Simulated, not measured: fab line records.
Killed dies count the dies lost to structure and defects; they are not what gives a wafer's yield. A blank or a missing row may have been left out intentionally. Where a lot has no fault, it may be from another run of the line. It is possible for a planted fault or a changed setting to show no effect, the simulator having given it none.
fab line records	flow nandHarc	part 1 of 2: steps 1 to 30 of 34
[record] lots = 5	wafers = 15	lastDay = 33
route steps=1302 shown A_ONON_D2@554 A_CHANNEL_HOLE_D2@570
lots that met no fault: taken from a fault-free run of the same line
startH: start of the lot's first displayed wafer, in hours after the record's first day	waitH: time in hours since the lot's previous step	" unchanged from the row above	L1.1+2: several wafers, shown together as one row	- no value, or no start was given	* or withheld: withheld	< > ~ a bound
route shown NAME@n: NAME is a module with steps in the file, n the number in the route of the first one	usual: mean and standard deviation over wafers with no fault	same: alike in all rows	chamber/n: place in a boat	sites: the reading at each site	_std_site: their standard deviation	_edge_site: outer sites' mean less inner sites'	radiusMm: how far each site lies from the wafer's centre	mask NAME#n: copy n	behind: the last tool/chamber to shape the wafer	hold: why the lot went on hold/how many hours it stayed there/how the hold came to an end	device: whichever transistor did not switch (one of n, p or np)	end of line: the route-end tests of the same wafers	a step without rows: its recipe alone	killed: at the first sort, the dies lost to defects and structure; wafer yield is something else	map: dies across one wafer; x = killed, . = not, _ = none there
set.NAME: the setting that was run; set.NAME@STEP: the one run at that earlier step	model.NAME: the simulator's own value behind a step, which no gauge read
lots at some steps of the route; a table a step, a row a wafer
services: when a tool's chamber went out of use (startH, in hours from the record's first day, below 0 if earlier), for how many hours, and the reason
[[steps]]
[step NHARC_A_ONON_D2_THK_MEAS_14]
[recipe] thkMeasGauge = ellipsometry
[usual] thkNm = 1001/11
lot.wafer	tool	chamber	startH	waitH	thkNm
L075.1	filmMetro-02	-	291.08	-	992
L075.2	"	-	"	"	993
L075.6	"	-	"	"	995
L083.2	filmMetro-01	-	375.80	-	992
L083.3	"	-	"	"	992
L083.5	"	-	"	"	991
L085.2	filmMetro-01	-	390.28	-	1003
L085.4	"	-	"	"	1002
L085.6	"	-	"	"	1002
L087.1	filmMetro-02	-	410.61	-	1013
L087.3	"	-	"	"	1013
L087.5	"	-	"	"	1011
L097.3	filmMetro-01	-	510.98	-	983
L097.4	"	-	"	"	984
L097.6	"	-	"	"	983
[step NHARC_A_ONON_D2_ANNEAL_15]
[recipe] tempC = 750	timeS = 3600
lot.wafer	tool	chamber	startH	waitH
L075.1+2+6	furnace-05	0	294.47	3.4
L083.2+3+5	furnace-05	0	380.08	4.3
L085.2+4+6	furnace-04	0	394.14	3.9
L087.1+3+5	furnace-05	0	414.00	3.4
L097.3+4+6	furnace-04	0	516.68	5.7
[step NHARC_A_ONON_D2_DEP_16]
[recipe] targetThkA = 10000	n2FlowSccm = 2750	n2oFlowSccm = 2000	nh3FlowSccm = 500	sih4FlowSccm = 210	tempC = 400
lot.wafer	tool	chamber	startH	waitH
L075.1+2+6	pecvdOnon-04	0	298.30	0.4
L083.2+3+5	pecvdOnon-02	0	383.94	0.4
L085.2+4+6	pecvdOnon-03	0	398.05	0.4
L087.1+3+5	pecvdOnon-02	0	417.88	0.4
L097.3+4+6	pecvdOnon-04	0	520.64	0.5
[step NHARC_A_ONON_D2_THK_MEAS_18]
[recipe] thkMeasGauge = ellipsometry
[usual] thkNm = 1001/12
lot.wafer	tool	chamber	startH	waitH	thkNm
L075.1	filmMetro-01	-	298.81	-	981
L075.2	"	-	"	"	981
L075.6	"	-	"	"	981
L083.2	filmMetro-01	-	384.40	-	1000
L083.3	"	-	"	"	999
L083.5	"	-	"	"	999
L085.2	filmMetro-01	-	398.50	-	1012
L085.4	"	-	"	"	1012
L085.6	"	-	"	"	1011
L087.1	filmMetro-02	-	418.39	-	997
L087.3	"	-	"	"	997
L087.5	"	-	"	"	997
L097.3	filmMetro-01	-	521.04	-	1026
L097.4	"	-	"	"	1025
L097.6	"	-	"	"	1024
[step NHARC_A_ONON_D2_DEP_19]
[recipe] targetThkA = 10000	n2FlowSccm = 2750	n2oFlowSccm = 2000	nh3FlowSccm = 500	sih4FlowSccm = 210	tempC = 400
lot.wafer	tool	chamber	startH	waitH
L075.1+2+6	pecvdOnon-03	0	298.87	0.1
L083.2+3+5	pecvdOnon-04	0	384.51	0.1
L085.2+4+6	pecvdOnon-02	0	398.61	0.1
L087.1+3+5	pecvdOnon-02	0	418.45	0.1
L097.3+4+6	pecvdOnon-03	0	521.21	0.2
[step NHARC_A_ONON_D2_THK_MEAS_21]
[recipe] thkMeasGauge = ellipsometry
[usual] thkNm = 998/10
lot.wafer	tool	chamber	startH	waitH	thkNm
L075.1	filmMetro-02	-	299.37	-	1005
L075.2	"	-	"	"	1004
L075.6	"	-	"	"	1005
L083.2	filmMetro-01	-	384.97	-	1002
L083.3	"	-	"	"	1004
L083.5	"	-	"	"	1004
L085.2	filmMetro-02	-	399.06	-	990
L085.4	"	-	"	"	990
L085.6	"	-	"	"	991
L087.1	filmMetro-01	-	418.96	-	988
L087.3	"	-	"	"	987
L087.5	"	-	"	"	989
L097.3	filmMetro-01	-	521.60	-	1015
L097.4	"	-	"	"	1015
L097.6	"	-	"	"	1015
[step NHARC_A_ONON_D2_DEP_22]
[recipe] targetThkA = 10000	n2FlowSccm = 2750	n2oFlowSccm = 2000	nh3FlowSccm = 500	sih4FlowSccm = 210	tempC = 400
lot.wafer	tool	chamber	startH	waitH
L075.1+2+6	pecvdOnon-02	0	299.43	0.1
L083.2+3+5	pecvdOnon-03	0	385.08	0.1
L085.2+4+6	pecvdOnon-03	0	399.18	0.1
L087.1+3+5	pecvdOnon-04	0	419.01	0.1
L097.3+4+6	pecvdOnon-04	0	521.78	0.2
[step NHARC_A_ONON_D2_THK_MEAS_24]
[recipe] thkMeasGauge = ellipsometry
[usual] thkNm = 1000/11
lot.wafer	tool	chamber	startH	waitH	thkNm
L075.1	filmMetro-02	-	299.94	-	986
L075.2	"	-	"	"	986
L075.6	"	-	"	"	989
L083.2	filmMetro-01	-	385.54	-	982
L083.3	"	-	"	"	979
L083.5	"	-	"	"	979
L085.2	filmMetro-02	-	399.66	-	995
L085.4	"	-	"	"	994
L085.6	"	-	"	"	995
L087.1	filmMetro-02	-	419.53	-	1006
L087.3	"	-	"	"	1010
L087.5	"	-	"	"	1009
L097.3	filmMetro-02	-	522.18	-	1007
L097.4	"	-	"	"	1006
L097.6	"	-	"	"	1007
[step NHARC_A_ONON_D2_DEP_25]
[recipe] targetThkA = 10000	n2FlowSccm = 2750	n2oFlowSccm = 2000	nh3FlowSccm = 500	sih4FlowSccm = 210	tempC = 400
lot.wafer	tool	chamber	startH	waitH
L075.1+2+6	pecvdOnon-03	0	299.99	0.1
L083.2+3+5	pecvdOnon-02	0	385.65	0.1
L085.2+4+6	pecvdOnon-04	0	399.77	0.1
L087.1+3+5	pecvdOnon-02	0	419.58	0.1
L097.3+4+6	pecvdOnon-03	0	522.35	0.2
[step NHARC_A_ONON_D2_THK_MEAS_27]
[recipe] thkMeasGauge = ellipsometry
[usual] thkNm = 999/10
lot.wafer	tool	chamber	startH	waitH	thkNm
L075.1	filmMetro-01	-	300.51	-	1010
L075.2	"	-	"	"	1011
L075.6	"	-	"	"	1009
L083.2	filmMetro-01	-	386.11	-	1003
L083.3	"	-	"	"	1003
L083.5	"	-	"	"	1005
L085.2	filmMetro-01	-	400.22	-	994
L085.4	"	-	"	"	994
L085.6	"	-	"	"	993
L087.1	filmMetro-02	-	420.09	-	1011
L087.3	"	-	"	"	1010
L087.5	"	-	"	"	1009
L097.3	filmMetro-01	-	522.74	-	972
L097.4	"	-	"	"	975
L097.6	"	-	"	"	973
[step NHARC_A_ONON_D2_DEP_28]
[recipe] targetThkA = 10000	n2FlowSccm = 2750	n2oFlowSccm = 2000	nh3FlowSccm = 500	sih4FlowSccm = 210	tempC = 400
lot.wafer	tool	chamber	startH	waitH
L075.1+2+6	pecvdOnon-02	0	300.56	0.1
L083.2+3+5	pecvdOnon-04	0	386.22	0.1
L085.2+4+6	pecvdOnon-02	0	400.33	0.1
L087.1+3+5	pecvdOnon-04	0	420.15	0.1
L097.3+4+6	pecvdOnon-02	0	522.91	0.2
[step NHARC_A_ONON_D2_THK_MEAS_30]
[recipe] thkMeasGauge = ellipsometry
[usual] thkNm = 999/8.2
lot.wafer	tool	chamber	startH	waitH	thkNm
L075.1	filmMetro-02	-	301.07	-	1008
L075.2	"	-	"	"	1006
L075.6	"	-	"	"	1007
L083.2	filmMetro-01	-	386.68	-	991
L083.3	"	-	"	"	993
L083.5	"	-	"	"	991
L085.2	filmMetro-01	-	400.79	-	993
L085.4	"	-	"	"	994
L085.6	"	-	"	"	994
L087.1	filmMetro-01	-	420.66	-	995
L087.3	"	-	"	"	998
L087.5	"	-	"	"	996
L097.3	filmMetro-02	-	523.31	-	982
L097.4	"	-	"	"	980
L097.6	"	-	"	"	981
[step NHARC_A_ONON_D2_DEP_33]
[recipe] targetThkA = 2000	tempC = 400	pressureTorr = 6.5	rfW = 900	teosFlowSccm = 161.4	flowSccm = 2650	targetThkNm = 200	gas = O2	material = SiO2
[usual] heaterPowerW = 497/70	mfcPrecursorSccm = 161.4/0.41	showerheadVppV = 1845/110	throttleValvePct = 16.1/0.44
lot.wafer	tool	chamber	startH	waitH	heaterPowerW	mfcPrecursorSccm	showerheadVppV	throttleValvePct
L075.1	pecvd-03	0	301.12	0.1	637	161.4	1681	15.2
L075.2	"	1	"	"	525	161.3	1890	15.7
L075.6	"	2	"	"	544	161.0	1908	16.1
L083.3	pecvd-03	0	386.73	0.1	624	161.4	1691	15.6
L083.2	"	2	"	"	532	161.2	1913	15.9
L083.5	"	0	"	"	632	162.0	1637	15.6
L085.2	pecvd-04	2	400.93	0.1	475	161.3	1707	16.1
L085.6	"	1	"	"	486	162.0	1814	16.2
L085.4	"	2	"	"	358	161.1	1713	16.1
L087.1	pecvd-04	1	420.82	0.2	519	161.2	1832	16.1
L087.3	"	2	"	"	476	161.6	1679	16.1
L087.5	"	0	"	"	457	161.5	1856	16.8
L097.3	pecvd-01	1	523.41	0.1	478	161.7	2053	15.8
L097.4	"	0	"	"	455	161.8	1835	16.5
L097.6	"	2	"	"	497	161.6	1887	16.5
[step NHARC_A_ONON_D2_THK_MEAS_34]
[recipe] thkMeasGauge = ellipsometry
[usual] thkNm = 200.0/2.7
lot.wafer	tool	chamber	startH	waitH	thkNm
L075.1	filmMetro-01	-	301.53	-	198.3
L075.2	"	-	"	"	201.6
L075.6	"	-	"	"	204.0
L083.2	filmMetro-01	-	387.15	-	199.2
L083.3	"	-	"	"	201.0
L083.5	"	-	"	"	202.6
L085.2	filmMetro-02	-	401.26	-	201.6
L085.4	"	-	"	"	207.4
L085.6	"	-	"	"	201.1
L087.1	filmMetro-02	-	421.20	-	193.7
L087.3	"	-	"	"	198.7
L087.5	"	-	"	"	203.1
L097.3	filmMetro-01	-	523.78	-	196.7
L097.4	"	-	"	"	202.8
L097.6	"	-	"	"	200.9
[step NHARC_A_ONON_D2_INSPECT_32]
[usual] rawDefectCount = 413/140
lot.wafer	tool	chamber	startH	waitH	rawDefectCount
L075.1	defectInspect-01	-	301.60	0.0	444
L075.2	"	-	"	"	672
L075.6	"	-	"	"	593
L083.2	defectInspect-02	-	387.22	0.0	492
L083.3	"	-	"	"	439
L083.5	"	-	"	"	492
L085.2	defectInspect-02	-	401.32	0.0	511
L085.4	"	-	"	"	525
L085.6	"	-	"	"	527
L087.1	defectInspect-02	-	421.28	0.0	402
L087.3	"	-	"	"	363
L087.5	"	-	"	"	370
L097.3	defectInspect-01	-	523.84	0.0	275
L097.4	"	-	"	"	226
L097.6	"	-	"	"	405
[step NHARC_A_CHANNEL_HOLE_D2_DEP_00]
[recipe] targetThkA = 31000	tempC = 400	material = aC
[usual] throttleValvePct = 35.000/0.0086
lot.wafer	tool	chamber	startH	waitH	throttleValvePct
L075.1	aclDep-01	0	301.66	0.1	34.992
L075.2	"	0	"	"	34.992
L075.6	"	0	303.26	1.7	34.981
L083.2	aclDep-01	0	389.04	1.8	34.995
L083.3	"	0	"	"	35.004
L083.5	"	0	"	"	35.000
L085.2	aclDep-03	0	403.00	1.7	35.008
L085.4	"	0	"	"	35.003
L085.6	"	0	"	"	34.987
L087.1	aclDep-01	0	422.78	1.5	34.997
L087.3	"	0	"	"	35.006
L087.5	"	0	"	"	34.995
L097.3	aclDep-02	0	524.54	0.7	35.006
L097.4	"	0	"	"	35.003
L097.6	"	0	"	"	34.989
[step NHARC_A_CHANNEL_HOLE_D2_DEP_01]
[recipe] targetThkA = 1400	targetThkNm = 140	tempC = 400	pressureTorr = 3.5	flowSccm = 200	rfW = 350	material = SiON
[usual] heaterPowerW = 724/61	showerheadVppV = 1150/54
lot.wafer	tool	chamber	startH	waitH	heaterPowerW	showerheadVppV
L075.1	pecvd-03	1	303.60	1.6	650	1162
L075.2	"	2	"	"	712	1177
L075.6	"	0	"	"	711	1026
L083.2	pecvd-02	0	390.65	1.3	645	1193
L083.3	"	1	"	"	737	1086
L083.5	"	2	"	"	828	1150
L085.2	pecvd-04	2	404.65	1.3	667	1072
L085.6	"	1	"	"	699	1147
L085.4	"	2	"	"	657	1043
L087.1	pecvd-03	0	424.71	1.6	857	1042
L087.3	"	1	"	"	634	1161
L087.5	"	1	"	"	664	1165
L097.3	pecvd-02	0	525.84	1.0	736	1193
L097.4	"	0	"	"	736	1210
L097.6	"	2	"	"	831	1189
[step NHARC_A_CHANNEL_HOLE_D2_DEHYDRATE_02]
[recipe] tempC = 150	timeS = 120
[usual] resistLineTempC = 22.99/0.097
lot.wafer	tool	chamber	startH	waitH	resistLineTempC
L075.1	lithoTrack-01	0	303.87	0.2	22.90
L075.2	"	0	"	"	22.86
L075.6	"	0	"	"	22.96
L083.2	lithoTrack-06	0	390.92	0.2	22.93
L083.3	"	0	"	"	22.74
L083.5	"	0	"	"	22.80
L085.2	lithoTrack-01	0	404.86	0.2	22.88
L085.4	"	0	"	"	23.07
L085.6	"	0	"	"	22.95
L087.1	lithoTrack-01	0	424.95	0.2	22.95
L087.3	"	0	"	"	23.12
L087.5	"	0	"	"	22.98
L097.3	lithoTrack-01	0	526.12	0.2	22.94
L097.4	"	0	"	"	23.18
L097.6	"	0	"	"	23.08
[step NHARC_A_CHANNEL_HOLE_D2_HMDS_03]
[recipe] timeS = 30
[usual] resistLineTempC = 22.99/0.1
lot.wafer	tool	chamber	startH	waitH	resistLineTempC
L075.1	lithoTrack-01	0	-	-	22.92
L075.2	"	0	"	"	22.80
L075.6	"	0	"	"	22.98
L083.2	lithoTrack-06	0	-	-	23.15
L083.3	"	0	"	"	22.94
L083.5	"	0	"	"	23.11
L085.2	lithoTrack-01	0	-	-	22.90
L085.4	"	0	"	"	23.08
L085.6	"	0	"	"	23.06
L087.1	lithoTrack-01	0	-	-	23.00
L087.3	"	0	"	"	22.93
L087.5	"	0	"	"	22.92
L097.3	lithoTrack-01	0	-	-	23.13
L097.4	"	0	"	"	22.96
L097.6	"	0	"	"	22.94
[step NHARC_A_CHANNEL_HOLE_D2_COAT_36]
[recipe] tempC = 260	timeS = 75
[usual] resistLineTempC = 22.99/0.1
lot.wafer	tool	chamber	startH	waitH	resistLineTempC
L075.1	lithoTrack-01	0	-	-	22.96
L075.2	"	0	"	"	23.00
L075.6	"	0	"	"	22.80
L083.2	lithoTrack-06	0	-	-	22.97
L083.3	"	0	"	"	22.83
L083.5	"	0	"	"	22.86
L085.2	lithoTrack-01	0	-	-	22.98
L085.4	"	0	"	"	23.08
L085.6	"	0	"	"	23.02
L087.1	lithoTrack-01	0	-	-	23.03
L087.3	"	0	"	"	22.94
L087.5	"	0	"	"	23.02
L097.3	lithoTrack-01	0	-	-	23.09
L097.4	"	0	"	"	23.06
L097.6	"	0	"	"	22.84
[step NHARC_A_CHANNEL_HOLE_D2_COAT_37]
[recipe] tempC = 225	timeS = 65
[usual] resistLineTempC = 23.00/0.1
lot.wafer	tool	chamber	startH	waitH	resistLineTempC
L075.1	lithoTrack-01	0	-	-	23.11
L075.2	"	0	"	"	22.97
L075.6	"	0	"	"	22.93
L083.2	lithoTrack-06	0	-	-	22.95
L083.3	"	0	"	"	22.89
L083.5	"	0	"	"	23.03
L085.2	lithoTrack-01	0	-	-	23.13
L085.4	"	0	"	"	23.26
L085.6	"	0	"	"	23.30
L087.1	lithoTrack-01	0	-	-	22.85
L087.3	"	0	"	"	22.95
L087.5	"	0	"	"	22.87
L097.3	lithoTrack-01	0	-	-	23.12
L097.4	"	0	"	"	22.99
L097.6	"	0	"	"	23.09
[step NHARC_A_CHANNEL_HOLE_D2_COAT_04]
[recipe] spinRpm = 1500	resistThkNm = 90
[usual] resistLineTempC = 23.02/0.11
lot.wafer	tool	chamber	startH	waitH	resistLineTempC
L075.1	lithoTrack-01	0	-	-	22.97
L075.2	"	0	"	"	22.90
L075.6	"	0	"	"	23.03
L083.2	lithoTrack-06	0	-	-	22.93
L083.3	"	0	"	"	22.94
L083.5	"	0	"	"	23.09
L085.2	lithoTrack-01	0	-	-	23.17
L085.4	"	0	"	"	23.08
L085.6	"	0	"	"	23.11
L087.1	lithoTrack-01	0	-	-	22.92
L087.3	"	0	"	"	22.94
L087.5	"	0	"	"	22.87
L097.3	lithoTrack-01	0	-	-	23.08
L097.4	"	0	"	"	23.01
L097.6	"	0	"	"	23.13
[step NHARC_A_CHANNEL_HOLE_D2_SOFTBAKE_05]
[recipe] tempC = 105	timeS = 55
[usual] resistLineTempC = 23.01/0.11
lot.wafer	tool	chamber	startH	waitH	resistLineTempC
L075.1	lithoTrack-01	0	-	-	23.12
L075.2	"	0	"	"	23.13
L075.6	"	0	"	"	22.98
L083.2	lithoTrack-06	0	-	-	23.15
L083.3	"	0	"	"	23.06
L083.5	"	0	"	"	23.11
L085.2	lithoTrack-01	0	-	-	22.91
L085.4	"	0	"	"	23.11
L085.6	"	0	"	"	23.13
L087.1	lithoTrack-01	0	-	-	23.14
L087.3	"	0	"	"	23.17
L087.5	"	0	"	"	23.27
L097.3	lithoTrack-01	0	-	-	22.90
L097.4	"	0	"	"	23.02
L097.6	"	0	"	"	22.97
[step NHARC_A_CHANNEL_HOLE_D2_EBR_06]
[usual] resistLineTempC = 23.02/0.11
lot.wafer	tool	chamber	startH	waitH	resistLineTempC
L075.1	lithoTrack-01	0	-	-	22.72
L075.2	"	0	"	"	22.85
L075.6	"	0	"	"	22.93
L083.2	lithoTrack-06	0	-	-	22.99
L083.3	"	0	"	"	22.97
L083.5	"	0	"	"	22.98
L085.2	lithoTrack-01	0	-	-	23.11
L085.4	"	0	"	"	23.16
L085.6	"	0	"	"	23.08
L087.1	lithoTrack-01	0	-	-	23.03
L087.3	"	0	"	"	22.90
L087.5	"	0	"	"	22.92
L097.3	lithoTrack-01	0	-	-	23.22
L097.4	"	0	"	"	23.16
L097.6	"	0	"	"	23.05
[step NHARC_A_CHANNEL_HOLE_D2_EXPOSE_07]
[recipe] na = 1.35	targetCdNm = 100	sigmaOuter = 0.3	doseMj = 59.65	maskId = HOLE_D2
lot.wafer	tool	chamber	startH	waitH	mask
L075.1+2+6	arfiScanner-01	0	304.18	-	HOLE_D2#0
L083.2+3+5	arfiScanner-02	0	391.24	-	HOLE_D2#0
L085.2+4+6	arfiScanner-03	0	405.17	-	HOLE_D2#0
L087.1+3+5	arfiScanner-03	0	425.14	-	HOLE_D2#0
L097.3+4+6	arfiScanner-03	0	526.44	-	HOLE_D2#0
[step NHARC_A_CHANNEL_HOLE_D2_PEB_08]
[recipe] pebTempC = 100	pebTimeS = 65
[usual] resistLineTempC = 23.00/0.093
lot.wafer	tool	chamber	startH	waitH	resistLineTempC
L075.1	lithoTrack-06	0	304.24	0.1	23.10
L075.2	"	0	"	"	23.04
L075.6	"	0	"	"	23.07
L083.2	lithoTrack-01	0	391.29	0.1	22.90
L083.3	"	0	"	"	22.80
L083.5	"	0	"	"	23.09
L085.2	lithoTrack-01	0	405.23	0.1	23.15
L085.4	"	0	"	"	22.90
L085.6	"	0	"	"	22.95
L087.1	lithoTrack-04	0	425.20	0.1	23.03
L087.3	"	0	"	"	22.91
L087.5	"	0	"	"	23.02
L097.3	lithoTrack-04	0	526.49	0.1	23.00
L097.4	"	0	"	"	22.94
L097.6	"	0	"	"	23.00
[step NHARC_A_CHANNEL_HOLE_D2_DEVELOP_09]
[recipe] developTimeS = 35	devTempC = 23
[usual] resistLineTempC = 22.98/0.11
lot.wafer	tool	chamber	startH	waitH	resistLineTempC
L075.1	lithoTrack-06	0	-	-	22.99
L075.2	"	0	"	"	22.95
L075.6	"	0	"	"	22.98
L083.2	lithoTrack-01	0	-	-	22.86
L083.3	"	0	"	"	23.09
L083.5	"	0	"	"	23.04
L085.2	lithoTrack-01	0	-	-	22.99
L085.4	"	0	"	"	22.96
L085.6	"	0	"	"	23.06
L087.1	lithoTrack-04	0	-	-	22.88
L087.3	"	0	"	"	22.80
L087.5	"	0	"	"	23.00
L097.3	lithoTrack-04	0	-	-	22.95
L097.4	"	0	"	"	22.98
L097.6	"	0	"	"	23.02
[step NHARC_A_CHANNEL_HOLE_D2_CD_MEAS_10]
[recipe] targetCdNm = 100	landingEnergyEv = 500
[usual] cdNm = 99.8/0.47
lot.wafer	tool	chamber	startH	waitH	cdNm
L075.1	cdSem-02	0	304.32	-	100.0
L075.2	"	0	"	"	99.7
L075.6	"	0	"	"	100.2
L083.2	cdSem-01	0	391.37	-	100.0
L083.3	"	0	"	"	100.0
L083.5	"	0	"	"	100.2
L085.2	cdSem-01	0	405.31	-	100.8
L085.4	"	0	"	"	100.2
L085.6	"	0	"	"	100.3
L087.1	cdSem-01	0	425.28	-	99.6
L087.3	"	0	"	"	99.7
L087.5	"	0	"	"	100.0
L097.3	cdSem-01	0	526.58	-	99.6
L097.4	"	0	"	"	99.4
L097.6	"	0	"	"	99.9
[step NHARC_A_CHANNEL_HOLE_D2_OVL_MEAS_11]
[usual] overlayXNm = 0.0/0.79	overlayYNm = -0.2/0.78
lot.wafer	tool	chamber	startH	waitH	overlayXNm	overlayYNm
L075.1	overlay-02	-	304.40	-	0.8	-0.8
L075.2	"	-	"	"	0.2	-0.1
L075.6	"	-	"	"	0.9	-0.3
L083.2	overlay-02	-	391.46	-	-0.1	-0.7
L083.3	"	-	"	"	-0.2	-0.7
L083.5	"	-	"	"	0.1	-0.8
L085.2	overlay-02	-	405.40	-	-1.2	-0.1
L085.4	"	-	"	"	-0.4	0.5
L085.6	"	-	"	"	-0.9	0.0
L087.1	overlay-01	-	425.37	-	-0.5	-1.1
L087.3	"	-	"	"	-0.3	-0.8
L087.5	"	-	"	"	-0.1	-0.8
L097.3	overlay-01	-	526.66	-	1.0	0.9
L097.4	"	-	"	"	0.3	0.8
L097.6	"	-	"	"	0.4	0.6
[step NHARC_A_CHANNEL_HOLE_D2_INSPECT_12]
[usual] rawDefectCount = 36/23
lot.wafer	tool	chamber	startH	waitH	rawDefectCount
L075.1	defectInspect-01	-	304.44	0.0	53
L075.2	"	-	"	"	57
L075.6	"	-	"	"	48
L083.2	defectInspect-01	-	391.50	0.0	59
L083.3	"	-	"	"	52
L083.5	"	-	"	"	52
L085.2	defectInspect-02	-	405.43	0.0	10
L085.4	"	-	"	"	9
L085.6	"	-	"	"	11
L087.1	defectInspect-02	-	425.40	0.0	16
L087.3	"	-	"	"	17
L087.5	"	-	"	"	11
L097.3	defectInspect-01	-	526.70	0.0	6
L097.4	"	-	"	"	7
L097.6	"	-	"	"	3
